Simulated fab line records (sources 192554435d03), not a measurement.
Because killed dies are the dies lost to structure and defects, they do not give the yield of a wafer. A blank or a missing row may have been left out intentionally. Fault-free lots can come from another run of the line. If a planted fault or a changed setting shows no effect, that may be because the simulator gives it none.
Chamber matching + flow n5 finfet + 4 sister chambers for N5_BEOL_M1_ETCH_77 on rie diel-05
The step etches underlayer in N2/H2, target depth 6.5 nm, time 5.2 s. 8 wafers are shown with their chamber, then 11 later ones without.

WAFERS, EACH WITH ITS CHAMBER
| wafer  | chamber | drypump motor current A (A) | showerhead plenum p Torr (Torr) |
|--------|---------|-----------------------------|---------------------------------|
| L086.3 | 3       | 5.93                        | 2.60                            |
| L088.3 | 0       | 5.48                        | 2.61                            |
| L090.1 | 3       | 5.95                        | 2.60                            |
| L090.4 | 1       | 5.75                        | 2.65                            |
| L091.4 | 2       | 5.33                        | 2.49                            |
| L091.5 | 1       | 5.76                        | 2.64                            |
| L091.6 | 0       | 5.50                        | 2.61                            |
| L092.1 | 2       | 5.35                        | 2.49                            |

WAFERS MISSING THEIR CHAMBER
| wafer  | drypump motor current A (A) | showerhead plenum p Torr (Torr) |
|--------|-----------------------------|---------------------------------|
| L092.3 | 5.51                        | 2.61                            |
| L092.4 | 5.80                        | 2.64                            |
| L094.1 | 5.33                        | 2.48                            |
| L094.3 | 5.78                        | 2.64                            |
| L094.5 | 5.34                        | 2.48                            |
| L095.4 | 5.33                        | 2.48                            |
| L095.5 | 5.77                        | 2.64                            |
| L095.6 | 5.33                        | 2.48                            |
| L097.2 | 5.77                        | 2.64                            |
| L097.3 | 5.33                        | 2.48                            |
| L097.5 | 5.77                        | 2.64                            |

WHICH CHAMBER EACH ONE RAN IN
| wafer  | from the rows above | in truth |
|--------|---------------------|----------|
| L092.3 | 0                   | 0        |
| L092.4 | 1                   | 1        |
| L094.1 | 2                   | 2        |
| L094.3 | 1                   | 1        |
| L094.5 | 2                   | 2        |
| L095.4 | 2                   | 2        |
| L095.5 | 1                   | 1        |
| L095.6 | 2                   | 2        |
| L097.2 | 1                   | 1        |
| L097.3 | 2                   | 2        |
| L097.5 | 1                   | 1        |
Placed correctly: 11 of 11. Not placeable from these rows: 0. 0 placed wrongly.
How it was worked out, from the rows above alone: a wafer's distance from a chamber is the root of the sum, over the readings, of the square of ((its reading less the chamber's mean) divided by the reading's scatter). If the next closest chamber is less than 2 further off than the closest, the wafer can't be placed; otherwise it belongs to the closest. Each chamber's mean is taken over the wafers shown for it. How the scatter is found: for the shown wafers, subtract from each reading the mean of its chamber, square and add these, divide the total by (wafers less chambers), then take the root.
